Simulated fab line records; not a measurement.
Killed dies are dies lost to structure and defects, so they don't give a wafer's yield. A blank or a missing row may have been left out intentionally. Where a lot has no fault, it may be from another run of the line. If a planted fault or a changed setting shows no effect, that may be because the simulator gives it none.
Comparing a struck lot with a sound one + flow nand_harc + 14 out of 1302 route steps
Sound: the wafers L108.2, L108.3, L108.5. Struck: wafers L110.1, L110.5 (left out: L110.2, a lot-mate that was not struck); the cause follows at the end.
Each step with rows lists, per side, the tool, then ch with its chambers, then its first start. Under that, the readings that differ: sound wafers + struck wafers + difference of the means + sigmas: that difference in standard deviations of wafers without a fault.
alike: readings whose means differ by less than 2 such deviations, and words and numbers that are the same on both sides. not compared: withheld readings, readings that some wafer has no value for, bounds like >300 that may hide the same value, and numbers for which the record gives no deviation and whose values overlap.
The two part at a step that has a row with sigmas, a row that says differs or no value, or rows on one side only. When numbers do not overlap yet have no deviation, they are printed without sigmas and do not part them. A reading that every wafer of one side lacks parts them only if that side has two wafers or more.

first, 5 steps without rows for these wafers: NHARC_A_STAIRCASE_EXPOSE_181 (exposes mask STAIR 2); NHARC_A_STAIRCASE_PEB_182 (peb time 130 s); NHARC_A_STAIRCASE_DEVELOP_183 (time 140 s); NHARC_A_STAIRCASE_HARDBAKE_185 (time 140 s); NHARC_A_STAIRCASE_DESCUM_186 (chemistry O2, time 3 s).
NHARC_A_STAIRCASE_TRIM_187: chemistry O2, time 211.2 s.
  sound on rie_diel-03 ch 0,2, day 20 14:07; struck on rie_diel-08 ch 0, day 20 22:55
| reading          | sound             | struck      | difference | sigmas |
|------------------|-------------------|-------------|------------|--------|
| run_length_s (s) | 231.8 232.1 232.0 | 233.2 233.1 | +1.2       | +3     |
  alike: drypump_motor_current_A, oes_product_au, rf_vpp_V, showerhead_plenum_p_Torr, throttle_valve_pct
  not compared: rf_hours_counter_h
NHARC_A_STAIRCASE_ETCH_188: etches the open film in C4F8/O2, target depth 100 nm, time 40.5 s.
  sound: rie_diel-03 ch 2,3; struck: rie_diel-08 ch 1,2
  alike: oes_product_au, rf_vpp_V
  not compared: rf_hours_counter_h
then, 1 step without rows for these wafers: NHARC_A_STAIRCASE_TRIM_189 (chemistry O2, time 211.2 s).
NHARC_A_STAIRCASE_ETCH_190: etches the open film in C4F8/O2, target depth 100 nm, time 40.5 s.
  sound: rie_diel-03 ch 0,3; struck: rie_diel-08 ch 0,3
  alike: oes_product_au, rf_vpp_V
  not compared: rf_hours_counter_h
NHARC_A_STAIRCASE_TRIM_191: chemistry O2, time 211.2 s.
  sound: rie_diel-03 ch 2,3; struck: rie_diel-08 ch 0,2
  alike: drypump_motor_current_A, oes_product_au, rf_vpp_V, run_length_s, showerhead_plenum_p_Torr, throttle_valve_pct
  not compared: rf_hours_counter_h
NHARC_A_STAIRCASE_ETCH_192: etches the open film in C4F8/O2, target depth 100 nm, time 40.5 s.
  sound: rie_diel-03 ch 0,2,3; struck: rie_diel-08 ch 1
  alike: oes_product_au, rf_vpp_V
  not compared: rf_hours_counter_h
NHARC_A_STAIRCASE_TRIM_193: chemistry O2, time 211.2 s.
  sound on rie_diel-03 ch 0,2, day 20 14:55; struck on rie_diel-08 ch 0,2, day 20 23:42
| reading          | sound             | struck      | difference | sigmas |
|------------------|-------------------|-------------|------------|--------|
| run_length_s (s) | 232.2 232.4 232.6 | 225.2 224.3 | -7.7       | -21    |
  alike: drypump_motor_current_A, oes_product_au, rf_vpp_V, showerhead_plenum_p_Torr, throttle_valve_pct
  not compared: rf_hours_counter_h
then, 1 step without rows for these wafers: NHARC_A_STAIRCASE_ETCH_194 (etches the open film in C4F8/O2, target depth 100 nm, time 40.5 s).
-- break in the record here, with 9 days between the starts of the struck wafers on either side (left off in module A_STAIRCASE, picked up again in module END, where the first step shown is number 1302 on the route) --
NHARC_END_SORT_01:
  the record has rows for the struck wafers here (prober-02 ch 0, day 30 03:19) and none for the sound ones

WHERE THEY PART
Last at NHARC_END_SORT_01 as far as this record goes, first at NHARC_A_STAIRCASE_TRIM_187.

WHY: the cause the simulator had injected
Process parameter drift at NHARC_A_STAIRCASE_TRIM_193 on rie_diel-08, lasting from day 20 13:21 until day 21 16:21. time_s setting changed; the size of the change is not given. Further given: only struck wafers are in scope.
